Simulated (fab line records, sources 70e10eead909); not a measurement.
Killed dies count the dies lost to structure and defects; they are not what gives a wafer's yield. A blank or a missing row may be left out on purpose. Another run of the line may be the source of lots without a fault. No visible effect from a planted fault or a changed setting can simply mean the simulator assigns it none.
Which of the tools did it? -- flow nand_harc -- 18 wafers from 6 lots sampled at 5 of the route's 1302 steps

## WHAT THE GAUGES READ, wafer by wafer
NHARC_END_SORT_01.
lot,measured,on,killed_at_array
L305,day 25 11:53,prober-02,65 85 80

## WHAT TOOL EACH LOT RAN ON (gives the tool, then ch and the chambers of the sampled wafers, and finally the start)
lot,NHARC_A_STAIRCASE_ETCH_169,NHARC_A_STAIRCASE_EXPOSE_06,NHARC_A_STAIRCASE_TRIM_14,NHARC_A_STAIRCASE_ETCH_15
L305,"rie_diel-09 ch 2,3, day 16 20:37","krf_scanner-03 ch 0, day 16 21:59","rie_diel-09 ch 0,3, day 25 11:53 or earlier","rie_diel-09 ch 0,2,3, day 25 11:53 or earlier"
L309,"rie_diel-08 ch 1,2, day 18 01:41","krf_scanner-04 ch 0, day 18 03:05","rie_diel-08 ch 2,3, no start","rie_diel-08 ch 0,1,2, no start"
L314,"rie_diel-09 ch 0,1,3, day 20 04:34","krf_scanner-04 ch 0, day 20 05:47","rie_diel-05 ch 1,3, no start","rie_diel-05 ch 1,2,3, no start"
L315,"rie_diel-08 ch 1,2,3, day 20 04:53","krf_scanner-03 ch 0, day 20 06:19","rie_diel-05 ch 1,2, no start","rie_diel-05 ch 1,3, no start"
L324,"rie_diel-09 ch 0,3, day 24 14:50","krf_scanner-01 ch 0, day 24 16:13","rie_diel-08 ch 0,2,3, no start","rie_diel-08 ch 0,1,2, no start"
L326,"rie_diel-05 ch 2,3, day 25 23:34","krf_scanner-01 ch 0, day 26 00:49","rie_diel-05 ch 0,1,2, no start","rie_diel-05 ch 1,2,3, no start"
- NHARC_A_STAIRCASE_ETCH_169: etches the open film in CH3F/O2, target depth 50 nm, time 107.1 s.
- NHARC_A_STAIRCASE_EXPOSE_06: exposes mask STAIR.
- NHARC_A_STAIRCASE_TRIM_14: chemistry O2, time 211.2 s.
- NHARC_A_STAIRCASE_ETCH_15: etches the open film in C4F8/O2, target depth 100 nm, time 40.5 s.

## THE ANSWER, worked out from the rows above alone
Rule: the lots themselves supply what counts as usual. The widest of any qualifying gaps counts: lots, ordered by their means at a reading, are off when they make up no more than a third of the lots, leave a main group of 4 or more, and stand apart from it by 3 or more times the standard deviation of that group's means. A main group whose means are all the same, to the digits that the tables above print for the reading, isn't used. A lot without any number at a reading at which 4 lots or more have one is off too. The other lots that the step has rows for count as sound.
No lot is off on any of the readings shown, so nothing can be concluded from this.

## WHAT THE SIMULATOR HAD INSERTED
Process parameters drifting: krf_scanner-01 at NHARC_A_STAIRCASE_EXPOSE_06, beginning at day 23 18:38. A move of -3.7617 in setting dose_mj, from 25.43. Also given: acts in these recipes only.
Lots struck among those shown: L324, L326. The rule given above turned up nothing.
